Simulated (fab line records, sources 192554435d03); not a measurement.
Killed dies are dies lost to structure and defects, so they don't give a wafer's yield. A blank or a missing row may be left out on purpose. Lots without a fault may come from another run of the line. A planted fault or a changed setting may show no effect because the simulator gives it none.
Split-lot experiment | flow n5_finfet | 7 lots, 21 wafers read, on a route of 1938 steps

THE SPLIT
At N5_BEOL_M15_PEB_26 (peb time 90 s), the setting peb_time_s was moved away from the recipe's 90 s on 6 of the 21 wafers read, by -21.7% to +18.7%. The other wafers ran this setting at the recipe's value.

FROM THE SPLIT TO THE READING: what the file shows between them, 2 steps
- N5_BEOL_M15_DEVELOP_27: develop time 45 s
- N5_BEOL_M15_HARDBAKE_32: time 120 s

THE READING
cd_nm, in nm, at N5_BEOL_M15_CD_MEAS_28 (target cd 407.6 nm). Fault-free wafers of this fab line usually give 407.6 nm, standard deviation 2 nm.

wafer  | tool, chamber at the split | peb_time_s as run, s | against the recipe | cd_nm, nm | against lot-mates on the recipe
L078.1 | litho_track-03, 0          | 90                   | recipe             | 407.2     | -
L078.4 | litho_track-03, 0          | 90                   | recipe             | 410.8     | -
L078.5 | litho_track-03, 0          | 90                   | recipe             | 405.9     | -
L079.1 | litho_track-01, 0          | 106.8                | +18.7%             | 414.5     | +10.4
L079.4 | litho_track-01, 0          | 106.8                | +18.7%             | 413.9     | +9.8
L079.6 | litho_track-01, 0          | 90                   | recipe             | 404.1     | -
L082.2 | litho_track-01, 0          | 90                   | recipe             | 403.5     | -
L082.5 | litho_track-01, 0          | 90                   | recipe             | 408.5     | -
L082.6 | litho_track-01, 0          | 81.38                | -9.6%              | 403.5     | -2.5
L084.3 | litho_track-03, 0          | 90                   | recipe             | 407.6     | -
L084.4 | litho_track-03, 0          | 104                  | +15.6%             | 413.4     | +5.8
L084.5 | litho_track-03, 0          | 104                  | +15.6%             | 411.1     | +3.5
L088.3 | litho_track-05, 0          | 90                   | recipe             | 409.1     | -
L088.5 | litho_track-05, 0          | 90                   | recipe             | 406.5     | -
L088.6 | litho_track-05, 0          | 70.46                | -21.7%             | 398.5     | -9.3
L089.2 | litho_track-05, 0          | 90                   | recipe             | 407.1     | -
L089.5 | litho_track-05, 0          | 90                   | recipe             | 407.9     | -
L089.6 | litho_track-05, 0          | 90                   | recipe             | 408.2     | -
L090.1 | litho_track-05, 0          | 90                   | recipe             | 405.7     | -
L090.3 | litho_track-05, 0          | 90                   | recipe             | 405.7     | -
L090.4 | litho_track-05, 0          | 90                   | recipe             | 405.7     | -

THE FIT
A straight line over all 21 wafers: cd_nm changes by +0.375 nm for each +1% of peb_time_s; r = +0.90; the points scatter about the line by 1.7 nm.
The same after taking each lot's own level away (the mean of its wafers on the recipe; 21 wafers): +0.427 nm for each +1%; r = +0.92; scatter 1.6 nm.
On that fit, the largest move of peb_time_s shifts the reading by 9.3 nm.
The lots' own levels span 404.10 to 407.97 nm, that is 1.9 times the standard deviation above.
So the lot-to-lot level changes the slope: the two fits differ.
Check: with one of the wafers moved furthest among these (-21.7%) left out of the fit, the line predicts -9.11 nm for it against its lot-mates. It came out at -9.3 nm against them.

OTHER SPLITS ON THESE WAFERS
These wafers also went through other splits before the reading. Each is held against what the fit with the lots' levels taken away leaves over:
other split on the same wafers | wafers away from the commonest value | r with cd_nm (lot level and that fit taken away)
N5_BEOL_M13_SPUTTER_43 power_w | 6                                    | -0.48
N5_BEOL_M14_SPUTTER_44 time_s  | 5                                    | -0.19
N5_BEOL_M15_COAT_22 spin_rpm   | 8                                    | +0.28

THE WHOLE CHAIN: every reading that the file lists as answering this split, in the file's order
step                   | what it does                                                            | reading                                                         | change (the file's fit)               | r (the file's)
N5_BEOL_M15_CD_MEAS_28 | target cd 407.6 nm                                                      | cd_nm                                                           | +0.421 nm for each +1% of the setting | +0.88
N5_BEOL_M15_DESCUM_33  | chemistry O2, time 7.9 s                                                | BEOL_M15.cd_nm (the simulator's own value, which no gauge read) | +0.414 nm for each +1% of the setting | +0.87
N5_BEOL_M15_ETCH_61    | etches BARC in N2/H2, target depth 89 nm, overetch 26.7 nm, time 67.9 s | BEOL_M15.cd_nm (the simulator's own value, which no gauge read) | +0.42 nm for each +1% of the setting  | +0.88

THE FILE'S OWN FIT
cd_nm changes by +0.421 nm for each +1% of peb_time_s, r = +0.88.
